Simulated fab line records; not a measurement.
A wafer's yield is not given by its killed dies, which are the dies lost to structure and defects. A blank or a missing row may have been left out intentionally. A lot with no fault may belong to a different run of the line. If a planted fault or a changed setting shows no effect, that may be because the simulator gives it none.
Which tool is to blame?    flow n5-finfet    11 lots, 32 wafers sampled, at 2 steps of a route of 1938

## WHAT THE GAUGES SHOWED, per wafer
N5_PASSIVATION_OVL_MEAS_63.
lot   measured      on          PAD_OVL (nm)
L954  day 11 21:18  overlay-01  -8 -4 -1
L956  day 12 05:06  overlay-02  4 3 1
L955  day 12 19:21  overlay-02  -8 -8 -10
L957  day 13 05:19  overlay-02  -4 -1 -12
L958  day 13 19:16  overlay-02  -14 -2 -5
L959  day 13 22:38  overlay-02  -4 -8 -1
L969  day 16 06:08  overlay-01  -7 -16 -9
L967  day 16 06:59  overlay-02  -10 -13
L972  day 16 20:55  overlay-02  -7 -5 -7
L973  day 16 21:51  overlay-02  -3 4 0
L974  day 17 20:32  overlay-01  -1 -5 -7

## TOOL THAT RAN EACH LOT (tool first, then ch and the chambers of the sampled wafers, then the start)
lot   N5_MIM_BOT_LITHO_DESCUM_10
L954  rie-diel-02 ch 1,2,3, day 11 16:11
L956  rie-diel-02 ch 1,2, day 12 01:37
L955  rie-diel-01 ch 0,2,3, day 12 15:10
L957  rie-diel-02 ch 0,1,3, day 13 02:02
L958  rie-diel-01 ch 1,2,3, day 13 15:53
L959  rie-diel-02 ch 0,1,2, day 13 17:43
L969  rie-diel-02 ch 0,1,3, day 16 00:25
L967  rie-diel-02 ch 0,1, day 16 00:50
L972  rie-diel-01 ch 1,2, day 16 17:35
L973  rie-diel-02 ch 0,1,2, day 16 18:17
L974  rie-diel-01 ch 0,2,3, day 17 14:31
- N5_MIM_BOT_LITHO_DESCUM_10: chemistry O2, time 7.9 s.

## THE ANSWER, worked out from the rows above alone
Rule: usual is defined by the lots themselves. The widest of any qualifying gaps counts: lots, ordered by their means at a reading, are off when they make up no more than a third of the lots, leave a main group of 4 or more, and stand apart from it by 3 or more times the standard deviation of that group's means. If all means in a main group match to the digits the tables above print for the reading, that group is not used. Also off: a lot with no number at a reading for which 4 or more lots have one. Where the step has rows for the other lots, those lots are counted as sound.
Across all readings shown, no lot is off: no conclusion can be drawn from this.

## WHAT THE SIMULATOR HAD PUT IN
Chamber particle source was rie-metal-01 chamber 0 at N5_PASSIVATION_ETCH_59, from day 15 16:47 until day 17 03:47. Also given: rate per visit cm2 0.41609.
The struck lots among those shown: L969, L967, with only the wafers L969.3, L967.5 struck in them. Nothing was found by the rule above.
